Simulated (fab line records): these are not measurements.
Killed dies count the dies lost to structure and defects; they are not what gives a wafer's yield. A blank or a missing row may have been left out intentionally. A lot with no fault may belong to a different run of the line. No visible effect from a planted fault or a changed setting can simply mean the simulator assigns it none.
Chamber matching / flow n5 finfet / rie diel-04 running N5_FIN_SAQP_ETCH_51: 4 sister chambers
The step etches SiARC in CF4, target depth 45.5 nm, time 75.8 s. 4 wafers are shown with their chamber, then 10 later ones without.

== WAFERS WITH THEIR CHAMBER ==
wafer=L085.3; chamber=0; drypump motor current A (A)=5.6
wafer=L089.1; chamber=1; drypump motor current A (A)=5.6
wafer=L090.1; chamber=3; drypump motor current A (A)=5.6
wafer=L090.3; chamber=2; drypump motor current A (A)=6.5

== WAFERS WITHOUT THEIR CHAMBER ==
wafer=L090.5; drypump motor current A (A)=5.7
wafer=L091.1; drypump motor current A (A)=5.6
wafer=L091.5; drypump motor current A (A)=5.6
wafer=L091.6; drypump motor current A (A)=6.5
wafer=L092.1; drypump motor current A (A)=5.6
wafer=L092.2; drypump motor current A (A)=6.5
wafer=L092.3; drypump motor current A (A)=5.6
wafer=L094.2; drypump motor current A (A)=5.6
wafer=L094.4; drypump motor current A (A)=5.6
wafer=L094.6; drypump motor current A (A)=5.6

== WHICH CHAMBER EACH WENT THROUGH ==
wafer=L090.5; from the rows above=can't be placed: 0 or 1 or 3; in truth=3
wafer=L091.1; from the rows above=can't be placed: 0 or 1 or 3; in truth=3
wafer=L091.5; from the rows above=can't be placed: 0 or 1 or 3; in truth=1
wafer=L091.6; from the rows above=2; in truth=2
wafer=L092.1; from the rows above=can't be placed: 0 or 1 or 3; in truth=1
wafer=L092.2; from the rows above=2; in truth=2
wafer=L092.3; from the rows above=can't be placed: 0 or 1 or 3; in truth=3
wafer=L094.2; from the rows above=can't be placed: 0 or 1 or 3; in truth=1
wafer=L094.4; from the rows above=can't be placed: 0 or 1 or 3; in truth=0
wafer=L094.6; from the rows above=can't be placed: 0 or 1 or 3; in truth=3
Placed correctly: 2 of 10. Unplaceable from these rows: 8, with the true chamber sitting among the candidates in 8. Wrongly placed: 0.
How it was worked out, from the rows above alone: a wafer's distance from a chamber is the root of the sum, over the readings, of the square of ((its reading less the chamber's mean) divided by the reading's scatter). The wafer belongs to the nearest chamber; if the next one is less than 2 further off, it can't be placed. A chamber's mean is the mean of its shown wafers. The scatter (one wafer shown for each chamber): square how far every hidden wafer sits from the nearest shown wafer, average those squares and take the square root.
